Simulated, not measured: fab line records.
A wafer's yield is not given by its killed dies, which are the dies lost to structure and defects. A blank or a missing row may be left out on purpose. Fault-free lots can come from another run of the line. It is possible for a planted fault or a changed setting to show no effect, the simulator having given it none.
Split-lot experiment | flow n5Finfet | route with 1938 steps; 7 lots, 21 wafers read

== SPLIT DETAILS ==
At N5_BEOL_M12_ETCH_68 (etches SOC in N2/H2, time 285 s), the setting timeS was moved away from the recipe's 285 s on 8 of the 21 wafers read, by -21.5% to +13.5%. This setting was run at the recipe's value on the other wafers.

Reading taken at the split's own step.

== THE READING ==
SiARC_of_BEOL_M12_COAT_66.thkNm (the simulator's own value, which no gauge read), in nm, at N5_BEOL_M12_ETCH_68 (etches SOC in N2/H2, time 285 s). No usual value for it is given in the file. Here, 13 wafers ran the recipe; their average is 85.5 nm with a standard deviation of 0.34 nm.

wafer  | tool, chamber at the split | timeS as run, s | against the recipe | SiARC_of_BEOL_M12_COAT_66.thkNm, nm | against lot-mates on the recipe
L078.2 | rieDiel-03, 0              | 223.7           | -21.5%             | 90.6                                | +5.8
L078.4 | rieDiel-03, 3              | 285             | recipe             | 84.8                                | -
L078.5 | rieDiel-03, 3              | 223.7           | -21.5%             | 90.2                                | +5.4
L080.2 | rieDiel-03, 1              | 285             | recipe             | 85.4                                | -
L080.3 | rieDiel-03, 3,2            | 285             | recipe             | 85.2                                | -
L080.6 | rieDiel-03, 3,2            | 285             | recipe             | 85.2                                | -
L085.1 | rieDiel-06, 0              | 285             | recipe             | 85.6                                | -
L085.6 | rieDiel-06, 0              | 285             | recipe             | 85.6                                | -
L085.4 | rieDiel-06, 1              | 285             | recipe             | 86.2                                | -
L083.2 | rieDiel-03, 0              | 226.5           | -20.5%             | 90.8                                | +5.0
L083.4 | rieDiel-03, 3              | 285             | recipe             | 85.8                                | -
L083.5 | rieDiel-03, 2              | 226.5           | -20.5%             | 90.4                                | +4.6
L086.4 | rieDiel-06, 3              | 285             | recipe             | 85.6                                | -
L086.5 | rieDiel-06, 3              | 323.6           | +13.5%             | 82                                  | -3.7
L086.6 | rieDiel-06, 0              | 285             | recipe             | 85.8                                | -
L091.3 | rieDiel-06, 0              | 250.1           | -12.2%             | 88.2                                | no lot-mate on the recipe
L091.4 | rieDiel-06, 3              | 250.1           | -12.2%             | 87.6                                | no lot-mate on the recipe
L091.6 | rieDiel-06, 3              | 250.1           | -12.2%             | 87.6                                | no lot-mate on the recipe
L095.1 | rieDiel-03, 2              | 285             | recipe             | 85.4                                | -
L095.2 | rieDiel-03, 1              | 285             | recipe             | 85.6                                | -
L095.3 | rieDiel-03, 0              | 285             | recipe             | 85.2                                | -
Where a row lists several chambers, the file gives one row for several wafers and doesn't say which wafer went through which chamber.

FIT RESULTS
A straight line over all 21 wafers: SiARC_of_BEOL_M12_COAT_66.thkNm changes by -0.234 nm for each +1% of timeS; r = -0.99; the points scatter about the line by 0.4 nm.
The same after taking each lot's own level away (the mean of its wafers on the recipe; 18 wafers): -0.251 nm for each +1%; r = -1.00; scatter 0.24 nm.
That fit puts the effect of the largest move of timeS on the reading at 5.4 nm.
The span of the lots' own levels, 84.80 to 85.80 nm, comes to 3.0 times the standard deviation stated above.
The two slopes are in agreement: the lot-to-lot level therefore moves the slope only a little.
Check: for one of the wafers moved furthest among these (-21.5%), held out of the fit, the line's prediction against its lot-mates is +5.24 nm. Against them it came out at +5.8 nm.

== THE OTHER SPLITS THESE WAFERS WENT THROUGH ==
Note: prior to the reading, these wafers also went through further splits. Each is held against what the fit with the lots' levels taken away leaves over:
other split on the same wafers  | wafers away from the commonest value | r with SiARC_of_BEOL_M12_COAT_66.thkNm (lot level and that fit taken away)
N5_BEOL_M7_DESCUM_33 timeS      | 7                                    | +0.10
N5_BEOL_M7_TRENCH_ETCH_37 biasW | 13                                   | -0.10
N5_BEOL_M9_EXPOSE_25 doseMj     | 5                                    | -0.33
N5_BEOL_M10_ETCH_41 sourceW     | 3                                    | -0.27
N5_BEOL_M11_DESCUM_16 timeS     | 9                                    | +0.08
N5_BEOL_M11_COAT_22 spinRpm     | 4                                    | -0.29
N5_BEOL_M12_COAT_22 spinRpm     | 7                                    | +0.31

== THE FILE'S OWN FIT ==
SiARC_of_BEOL_M12_COAT_66.thkNm changes by -0.252 nm for each +1% of timeS, r = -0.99.
